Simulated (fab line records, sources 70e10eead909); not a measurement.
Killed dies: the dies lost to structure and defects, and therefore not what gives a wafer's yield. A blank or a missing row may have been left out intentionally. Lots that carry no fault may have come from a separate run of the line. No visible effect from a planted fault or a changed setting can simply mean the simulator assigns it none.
fab line records	flow nandHarc
record lots=5	wafers=15	lastDay=32
route steps=1302 shown A_M0@1148 END@1302
lots untouched by any fault: they come from a run of this same line in which no faults occurred
startH: hours from the record's first day to the start of the lot's first wafer shown	waitH: hours from the lot's prior step to this one	" repeats the value in the row above	L1.1+2: one row covering several wafers at once	- no value, or no start was given	* or withheld: withheld	< > ~ a bound
route shown NAME@n: NAME is a module with steps in the file, n the number in the route of the first one	usual: the fault-free wafers' mean and standard deviation	same: alike in all rows	chamber/n: place in a boat	sites: readings site by site	_std_site: standard deviation across them	_edge_site: mean of outer sites minus mean of inner sites	radiusMm: for every site, how far away it sits from the centre of the wafer	mask NAME#n: copy n	behind: tool/chamber where the wafer was last shaped	hold: what put the lot on hold/how long, in hours/how the hold closed	device: transistor that didn't switch, given as n, p or np	end of line: the tests these same wafers got at the end of their route	for a step that has no rows: nothing shown but its recipe	killed: the dies lost at the first sort to structure and to defects; this is not the yield of the wafer	map: a wafer's dies, marking killed ones x, the rest . and places with no die _
set.NAME: the run value of the setting; set.NAME@STEP: its run value at that earlier step	model.NAME: the simulator's own value behind a step, which no gauge read
lots at selected steps of the route; one table per step, one row per wafer
services: a tool's chamber out of use, with start hour (startH, from the record's first day; less than 0 if before it), hours out, and reason
## steps
# step NHARC_A_M0_OVL_MEAS_10
# recipe pitchNm=160
# usual overlayXNm=0.0/0.66	overlayYNm=0.0/0.84
lot.wafer	tool	chamber	startH	waitH	overlayXNm	overlayYNm
L742.4	overlay-01	-	549.15	-	0.7	1.0
L742.5	"	-	"	"	0.5	0.9
L742.6	"	-	"	"	0.3	0.9
L748.2	overlay-01	-	606.87	-	-1.7	-0.1
L748.5	"	-	"	"	-0.8	-0.1
L748.6	"	-	"	"	-1.0	-0.5
L751.2	overlay-02	-	630.72	-	0.9	-0.8
L751.3	"	-	"	"	1.2	0.0
L751.4	"	-	"	"	0.6	0.1
L759.1	overlay-01	-	714.19	-	-0.2	-0.4
L759.3	"	-	"	"	-0.3	-0.3
L759.5	"	-	"	"	-0.2	0.2
L760.1	overlay-02	-	733.71	-	-0.5	1.0
L760.4	"	-	"	"	-0.3	1.5
L760.6	"	-	"	"	0.3	1.0
# step NHARC_A_M0_INSPECT_11
# usual rawDefectCount=85/34
lot.wafer	tool	chamber	startH	waitH	rawDefectCount
L742.4	defectInspect-01	-	549.19	0.0	140
L742.5	"	-	"	"	132
L742.6	"	-	"	"	148
L748.2	defectInspect-02	-	606.91	0.0	112
L748.5	"	-	"	"	108
L748.6	"	-	"	"	136
L751.2	defectInspect-02	-	630.76	0.0	15
L751.3	"	-	"	"	27
L751.4	"	-	"	"	24
L759.1	defectInspect-02	-	714.23	0.0	25
L759.3	"	-	"	"	49
L759.5	"	-	"	"	41
L760.1	defectInspect-01	-	733.75	0.0	59
L760.4	"	-	"	"	63
L760.6	"	-	"	"	63
# step NHARC_A_M0_DESCUM_14
# recipe timeS=3	o2FlowSccm=200	arFlowSccm=0	biasPowerW=0	chemistry=O2
# usual drypumpMotorCurrentA=5.8/0.39	oesProductAu=1.000/0.014	rfVppV=57.9/0.97	showerheadPlenumPTorr=1.93/0.086	throttleValvePct=11.311/0.0093
# same biasPowerW=0	timeS=3
lot.wafer	tool	chamber	startH	waitH	drypumpMotorCurrentA	oesProductAu	rfHoursCounterH	rfVppV	showerheadPlenumPTorr	throttleValvePct
L742.4	rieDiel-11	2	549.26	0.1	6.3	0.996	5.3	58.4	1.93	11.313
L742.5	"	0	"	"	5.1	0.991	-	59.1	1.97	11.315
L742.6	"	1	"	"	5.5	0.960	-	58.5	1.84	11.327
L748.2	rieDiel-01	2	606.99	0.1	5.5	0.993	2.8	58.9	1.92	11.291
L748.6	"	3	"	"	5.8	0.996	-	57.4	1.96	11.300
L748.5	"	0	"	"	5.8	0.994	-	57.3	2.03	11.329
L751.3	rieDiel-01	3	630.83	0.1	5.7	1.005	3.4	56.0	1.96	11.308
L751.2	"	0	"	"	5.8	0.999	3.6	57.8	2.03	11.312
L751.4	"	1	"	"	6.4	1.036	3.6	59.2	1.96	11.313
L759.3	rieDiel-02	2	714.29	0.1	5.6	1.001	7.3	58.8	1.99	11.314
L759.1	"	0	"	"	5.7	0.983	6.7	57.7	1.81	11.303
L759.5	"	0	"	"	5.7	0.983	-	57.8	1.81	11.307
L760.1	rieDiel-01	2	733.81	0.1	5.5	1.007	8.5	57.6	1.92	11.302
L760.4	"	0	"	"	5.8	1.002	8.4	58.6	2.03	11.303
L760.6	"	2	"	"	5.5	0.997	-	56.6	1.92	11.313
# step NHARC_A_M0_ETCH_34
# recipe targetDepthA=400	overetchA=120	timeS=43.94	ionEnergyEv=200	n2FlowSccm=150	h2FlowSccm=150	arFlowSccm=0	rfW=400	biasW=150	chemistry=N2/H2
# usual drypumpMotorCurrentA=5.8/0.39	oesProductAu=1.000/0.014	rfVppV=431.1/2.8	showerheadPlenumPTorr=2.06/0.094	throttleValvePct=14.170/0.0092
# same timeS=43.94
lot.wafer	tool	chamber	startH	waitH	drypumpMotorCurrentA	oesProductAu	rfHoursCounterH	rfVppV	showerheadPlenumPTorr	throttleValvePct
L742.4	rieDiel-11	3	549.34	0.1	6.3	1.026	5.2	434.9	2.20	14.168
L742.5	"	2	"	"	6.3	1.005	-	432.2	2.06	14.165
L742.6	"	3	"	"	6.3	1.009	-	434.9	2.20	14.159
L748.2	rieDiel-01	0	607.07	0.1	5.8	0.998	2.2	433.7	2.17	14.172
L748.6	"	2	"	"	5.5	1.001	-	430.1	2.05	14.162
L748.5	"	3	"	"	5.8	0.993	-	431.3	2.09	14.176
L751.4	rieDiel-01	0	630.91	0.1	5.8	0.981	3.6	435.0	2.17	14.170
L751.2	"	1	"	"	6.4	1.005	3.7	433.4	2.09	14.171
L751.3	"	3	"	"	5.7	0.994	3.4	431.6	2.09	14.182
L759.1	rieDiel-02	0	714.40	0.1	5.7	0.984	6.7	427.6	1.93	14.161
L759.3	"	2	"	"	5.6	0.989	7.3	430.9	2.13	14.180
L759.5	"	2	"	"	5.7	0.998	-	433.6	2.13	14.171
L760.4	rieDiel-01	0	733.90	0.1	5.8	0.993	8.4	435.0	2.17	14.166
L760.1	"	1	"	"	6.4	1.019	8.1	432.7	2.09	14.168
L760.6	"	3	"	"	5.7	1.002	-	432.6	2.09	14.175
# step NHARC_A_M0_ETCH_15
# recipe targetDepthA=1500	overetchA=150	timeS=82.5	c4f8FlowSccm=withheld	arFlowSccm=400	rfW=600	biasW=300	chemistry=C4F8/Ar
# step NHARC_A_M0_CD_MEAS_16
# usual cdNm=80.4/1
lot.wafer	tool	chamber	startH	waitH	cdNm
L742.4	cdSem-02	-	549.55	-	81.2
L742.5	"	-	"	"	81.6
L742.6	"	-	"	"	79.2
L748.2	cdSem-02	-	607.27	-	79.9
L748.5	"	-	"	"	82.1
L748.6	"	-	"	"	79.7
L751.2	cdSem-02	-	631.12	-	81.6
L751.3	"	-	"	"	80.9
L751.4	"	-	"	"	81.7
L759.1	cdSem-02	-	714.63	-	81.1
L759.3	"	-	"	"	80.1
L759.5	"	-	"	"	80.3
L760.1	cdSem-03	-	734.11	-	81.7
L760.4	"	-	"	"	82.4
L760.6	"	-	"	"	82.3
# step NHARC_A_M0_STRIP_18
# recipe powerW=1000	n2FlowSccm=150	h2FlowSccm=150	arFlowSccm=0	biasW=0	chemistry=N2/H2
# step NHARC_A_M0_STRIP_19
# recipe timeS=600	tempC=30	chemistry=postEtchResidueRemover
# step NHARC_A_M0_DEGAS_28
# recipe tempC=250	timeS=60
# usual heaterPowerW=347/34
# same timeS=60
lot.wafer	tool	chamber	startH	waitH	heaterPowerW
L742.4	pvdSputter-02	-	550.16	-	346
L742.6	"	-	"	"	340
L742.5	"	-	"	"	404
L748.2	pvdSputter-03	-	607.93	-	343
L748.6	"	-	"	"	324
L748.5	"	-	"	"	334
L751.3	pvdSputter-03	-	631.74	-	340
L751.4	"	-	"	"	335
L751.2	"	-	"	"	311
L759.1	pvdSputter-03	-	715.26	-	307
L759.3	"	-	"	"	309
L759.5	"	-	"	"	311
L760.1	pvdSputter-01	-	734.74	-	401
L760.4	"	-	"	"	381
L760.6	"	-	"	"	338
# step NHARC_A_M0_PRE_CLEAN_29
# recipe timeS=30	tempC=280	gas=H2/He
# step NHARC_A_M0_PVD_20
# recipe targetThkA=50	biasV=168.6	powerW=15000	chamberPressurePa=0.12	timeS=8.06	substrateTempC=50	material=TaN
# step NHARC_A_M0_PVD_21
# recipe targetThkA=300	chamberPressurePa=5	powerW=5000	substrateTempC=30	timeS=20.49	material=Cu
# usual cathodeDcPowerW=4999.9/0.85	throttleValvePct=30.4/0.82
# same timeS=20.49
lot.wafer	tool	chamber	startH	waitH	cathodeDcPowerW	throttleValvePct
L742.4	pvdSputter-02	-	-	-	4998.7	29.1
L742.6	"	-	"	"	4998.4	29.0
L742.5	"	-	"	"	4999.7	29.3
L748.2	pvdSputter-03	-	608.29	0.1	4998.7	30.8
L748.5	"	-	"	"	5000.4	30.5
L748.6	"	-	"	"	4999.0	30.4
L751.4	pvdSputter-03	-	-	-	4999.3	30.3
L751.3	"	-	"	"	4999.3	30.9
L751.2	"	-	"	"	4999.3	30.5
L759.1	pvdSputter-03	-	-	-	4999.9	31.8
L759.3	"	-	"	"	5000.2	30.6
L759.5	"	-	"	"	5000.1	31.5
L760.4	pvdSputter-01	-	-	-	4999.6	29.7
L760.1	"	-	"	"	4998.3	30.1
L760.6	"	-	"	"	4998.6	29.8
# step NHARC_A_M0_ECD_22
# recipe targetThkA=4000	bathTempC=25	material=Cu
# usual bathHeatDutyPct=6.3/0.7
lot.wafer	tool	chamber	startH	waitH	bathHeatDutyPct
L742.4	ecdCu-01	0	550.67	-	5.9
L742.5	"	1	"	"	5.7
L742.6	"	0	"	"	5.5
L748.2	ecdCu-02	0	608.54	0.2	5.5
L748.5	"	1	"	"	7.1
L748.6	"	0	"	"	6.1
L751.2	ecdCu-02	1	632.11	-	6.5
L751.3	"	1	"	"	8.1
L751.4	"	0	"	"	6.0
L759.1	ecdCu-01	0	715.63	-	5.5
L759.3	"	0	"	"	6.4
L759.5	"	1	"	"	6.3
L760.1	ecdCu-01	0	735.09	-	6.2
L760.4	"	1	"	"	5.7
L760.6	"	0	"	"	6.0
# step NHARC_A_M0_ANNEAL_30
# recipe tempC=225	timeS=90
# usual wafer_temp_C_max=225.66/0.26
# same timeS=90
lot.wafer	tool	chamber	startH	waitH	wafer_temp_C_max
L742.4	rtpAnneal-01	0	551.05	-	225.53
L742.5	"	0	"	"	225.53
L742.6	"	0	"	"	225.58
L748.2	rtpAnneal-01	0	608.93	0.3	225.61
L748.5	"	0	"	"	225.72
L748.6	"	0	"	"	225.59
L751.2	rtpAnneal-02	0	632.54	-	226.01
L751.3	"	0	"	"	226.04
L751.4	"	0	"	"	225.84
L759.1	rtpAnneal-02	0	716.00	-	225.87
L759.3	"	0	"	"	225.64
L759.5	"	0	"	"	226.33
L760.1	rtpAnneal-01	0	735.47	0.3	225.54
L760.4	"	0	"	"	225.43
L760.6	"	0	"	"	225.66
# step NHARC_A_M0_CMP_23
# recipe tOverpolishS=20	targetThkNm=113.75
# usual motorCurrentA=12.2/1.1	timeToEndpointS=29/3.3
# same tOverpolishS=20
lot.wafer	tool	chamber	startH	waitH	motorCurrentA	timeToEndpointS
L742.4	cmp-04	1	551.29	-	13.3	31
L742.5	"	3	"	"	11.0	31
L742.6	"	0	"	"	12.0	31
L748.2	cmp-03	3	609.25	-	13.0	32
L748.5	"	2	"	"	12.9	34
L748.6	"	3	"	"	13.1	34
L751.3	cmp-04	2	632.83	-	11.6	32
L751.4	"	0	"	"	12.9	29
L751.2	"	1	"	"	14.0	56
L759.1	cmp-03	3	716.34	-	13.4	29
L759.3	"	1	"	"	10.5	24
L759.5	"	3	"	"	13.0	29
L760.4	cmp-03	3	735.84	-	12.4	29
L760.1	"	0	"	"	12.8	32
L760.6	"	3	"	"	13.0	28
# step NHARC_A_M0_THK_MEAS_24
# recipe thkMeasGauge=xrf
# usual thkNm=114.0/1.6
lot.wafer	tool	chamber	startH	waitH	thkNm
L742.4	filmMetro-02	-	551.56	-	111.0
L742.5	"	-	"	"	113.2
L742.6	"	-	"	"	114.8
L748.2	filmMetro-01	-	609.53	-	113.6
L748.5	"	-	"	"	115.2
L748.6	"	-	"	"	114.5
L751.2	filmMetro-02	-	633.14	-	114.0
L751.3	"	-	"	"	115.1
L751.4	"	-	"	"	115.5
L759.1	filmMetro-01	-	716.66	-	116.6
L759.3	"	-	"	"	112.8
L759.5	"	-	"	"	117.1
L760.1	filmMetro-02	-	736.13	-	114.7
L760.4	"	-	"	"	115.7
L760.6	"	-	"	"	116.8
# step NHARC_END_SORT_01
# recipe tempC=25
# usual defectLimitedYield=91.4/2.4	killedAtArray=54/17	killedAtOther=0.7/1	killedAtPeriphery=3.7/2.9	killedDies=58/16	killedOpen=3.2/1.9	killedShort=2.2/1.5	sort_bin_2_pct=3.1/1.1	sort_bin_3_pct=0.6/0.33	sort_bin_4_pct=4.9/1.4	sortNPass=619/16	sortRimYieldPct=94/3.8	sortYieldPct=91.4/2.4
# same grossDies=677	sort_bin_5_pct[%]=0	sort_bin_6_pct[%]=0	sort_bin_7_pct[%]=0	sort_bin_8_pct[%]=0	sortRimNGross=106.00
lot.wafer	tool	chamber	startH	waitH	defectLimitedYield[%]	killedAtArray	killedAtOther	killedAtPeriphery	killedDies	killedOpen	killedShort	sort_bin_2_pct[%]	sort_bin_3_pct[%]	sort_bin_4_pct[%]	sortNPass	sortRimYieldPct[%]	sortYieldPct[%]
L748.6	prober-02	0	649.57	4.0	85.4	94	3	2	99	2	0	5.0	1.8	7.8	578	94	85.4
L751.2	prober-02	0	672.03	2.8	96.6	19	1	3	23	3	3	1.2	0	2.2	654	94	96.6
# killed by level:class
L748.6 A_CHANNEL_HOLE_D2:chamberFilmFlake=43 A_SLIT:chamberFilmFlake=38 A_CONTACT:chamberFilmFlake=4 A_CHANNEL_HOLE_D1:chamberFilmFlake=2 A_SGD_CUT:chamberFilmFlake=2 HYBRID_BOND:chamberFilmFlake=2 A_DECK1_JOINT:geometricParticle:open=1 A_CONTACT:geometricParticle:open=1
L751.2 A_CHANNEL_HOLE_D1:chamberFilmFlake=5 A_M1:chamberFilmFlake=3 P_GATE:chamberFilmFlake=2 A_SLIT:chamberFilmFlake=2 P_STI:geometricParticle:open=1 A_SOURCE_PLATE:geometricParticle:short=1 A_ONON_D2:geometricParticle:short=1 A_WL_FILL:geometricParticle:open=1
## services
tool	chamber	startH	hours	kind
pvdSputter-03	-	526.00	10.0	pm
rieDiel-02	1	526.83	2.7	repair
rieDiel-01	2	527.84	4.8	repair
rieDiel-02	3	536.85	1.9	repair
ecdCu-01	-	538.94	1.1	repair
ecdCu-02	-	547.04	0.5	repair
rieDiel-11	0	550.18	3.1	repair
cmp-03	-	557.64	4.0	pm
rieDiel-01	-	557.80	9.0	pm
ecdCu-01	-	568.85	8.0	pm
cmp-04	-	576.62	0.5	repair
rieDiel-02	-	578.03	9.0	pm
rieDiel-01	3	598.30	6.0	repair
pvdSputter-03	-	648.51	1.1	repair
cmp-03	-	655.64	4.0	pm
rieDiel-01	0	662.24	17.4	repair
cmp-03	-	663.73	3.9	repair
ecdCu-01	-	675.85	3.6	repair
rieDiel-01	1	685.64	4.7	repair
cmp-03	-	697.09	2.0	repair
pvdSputter-03	-	704.00	10.0	pm
cmp-03	-	707.78	0.9	repair
rieDiel-01	3	717.87	13.9	repair
rieDiel-01	-	734.80	9.0	pm
## key
firstSign step=NHARC_A_M0_CMP_23	reading=timeToEndpointS	direction=up	sigmas=8.2	usual=*	struck=*
effect none on later readings
metAt NHARC_A_M0_ECD_22
struckWafers L751.2
onsetBetween 608.54 632.11
fault kind=processParameterDrift	tool=ecdCu-02	chamber=-	onsetH=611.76	steps=NHARC_A_M0_ECD_22	channel=targetThkA	offset=*	shape=step	endH=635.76	scope=struckWafersOnly	actsIn=*	stated=*
